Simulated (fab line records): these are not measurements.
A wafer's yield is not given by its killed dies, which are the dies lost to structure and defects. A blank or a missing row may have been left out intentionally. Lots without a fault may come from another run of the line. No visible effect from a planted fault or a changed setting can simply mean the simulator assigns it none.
The tool behind it: which one? ; flow n5_finfet ; 36 wafers from 12 lots sampled at 4 of the route's 1938 steps

== WHAT THE GAUGES READ, wafer by wafer ==
N5_BEOL_M0_SAQP_CD_MEAS_40 targets a cd of 30 nm.
lot;measured;on;cd_nm (nm)
L075;day 6 01:14;cd_sem-02;29.86 29.95 29.85
L077;day 6 07:53;cd_sem-03;29.97 29.97 29.93
L079;day 6 23:37;cd_sem-01;30.38 30.21 30.11
L080;day 7 23:59;cd_sem-01;30.18 30.18 29.89
L083;day 8 05:05;cd_sem-02;30.07 29.92 30.22
L085;day 8 15:27;cd_sem-02;30.00 30.01 29.78
L087;day 8 23:53;cd_sem-03;30.16 29.47 29.63
L089;day 9 08:44;cd_sem-03;29.83 29.87 30.10
L091;day 10 03:11;cd_sem-01;30.19 30.09 29.73
L093;day 10 07:55;cd_sem-03;29.85 29.55 30.01
L094;day 10 22:23;cd_sem-02;30.18 29.87 29.51
L097;day 11 08:11;cd_sem-02;29.95 30.47 29.76

== EACH LOT AND THE TOOL THAT RAN IT (in order: tool; ch and the chambers of the sampled wafers; start) ==
lot;N5_BEOL_M0_SAQP_HM_OPEN_112;N5_BEOL_M0_SAQP_RECESS_114;N5_BEOL_M0_SAQP_MANDREL1_REMOVE_100
L075;rie_diel-02 ch 0,1, day 5 21:49;vapor_etch-02 ch 0,1, day 5 22:07;rie_si-01 ch 2,3, day 5 23:04
L077;rie_diel-05 ch 0,3, day 6 04:21;vapor_etch-01 ch 0,1, day 6 04:43;rie_si-01 ch 0,1, day 6 05:40
L079;rie_diel-02 ch 2,3, day 6 19:58;vapor_etch-02 ch 0,1, day 6 20:17;rie_si-03 ch 2,3, day 6 21:19
L080;rie_diel-02 ch 2,3, day 7 20:12;vapor_etch-01 ch 0,1, day 7 20:31;rie_si-02 ch 2,3, day 7 21:49
L083;rie_diel-05 ch 0,2,3, day 8 01:29;vapor_etch-02 ch 0,1, day 8 01:48;rie_si-02 ch 1,2,3, day 8 02:45
L085;rie_diel-02 ch 0,1,3, day 8 09:51;vapor_etch-02 ch 0,1, day 8 10:17;rie_si-03 ch 2,3, day 8 12:52
L087;rie_diel-06 ch 1,2,3, day 8 18:30;vapor_etch-02 ch 0,1, day 8 19:04;rie_si-03 ch 0,1,3, day 8 20:49
L089;rie_diel-06 ch 1,3, day 9 05:08;vapor_etch-02 ch 0, day 9 05:27;rie_si-03 ch 0,3, day 9 06:24
L091;rie_diel-05 ch 0,1,2, day 9 23:21;vapor_etch-01 ch 0,1, day 9 23:50;rie_si-02 ch 0,1, day 10 00:47
L093;rie_diel-05 ch 0,1,2, day 10 04:02;vapor_etch-01 ch 0,1, day 10 04:38;rie_si-01 ch 0,2,3, day 10 05:35
L094;rie_diel-06 ch 0,2,3, day 10 18:17;vapor_etch-01 ch 0,1, day 10 18:35;rie_si-02 ch 0,2, day 10 19:32
L097;rie_diel-06 ch 0,1, day 11 04:38;vapor_etch-02 ch 0, day 11 04:56;rie_si-03 ch 1,2,3, day 11 05:53
- N5_BEOL_M0_SAQP_HM_OPEN_112: chemistry CHF3/O2, target SiO2, stops on a-Si, target depth 12 nm, time 13.5 s.
- N5_BEOL_M0_SAQP_RECESS_114: chemistry HF/NH3, target SiO2, target depth 14.4 nm, afs cycles 3, sublimation time 60 s.
- N5_BEOL_M0_SAQP_MANDREL1_REMOVE_100: chemistry HBr/Cl2/O2, target a-Si, stops on SiNx, bt time 10 s.

== THE ANSWER, worked out from the rows above alone ==
Rule: what is usual is taken from the lots themselves. Put in order of their means at a reading, lots are off if they are a third of the lots or fewer, leave a main group of 4 or more, and stand apart from it by a gap of 3 or more times the standard deviation of the main group's means; of several such gaps the widest counts. A main group is skipped when, at the precision printed for the reading in the tables above, its means are all equal. A lot without any number at a reading at which 4 lots or more have one is off too. Any other lot the step has rows for is counted as sound.
Nothing can be told from this: no lot is off at any reading shown.

== WHAT THE SIMULATOR HAD INSERTED ==
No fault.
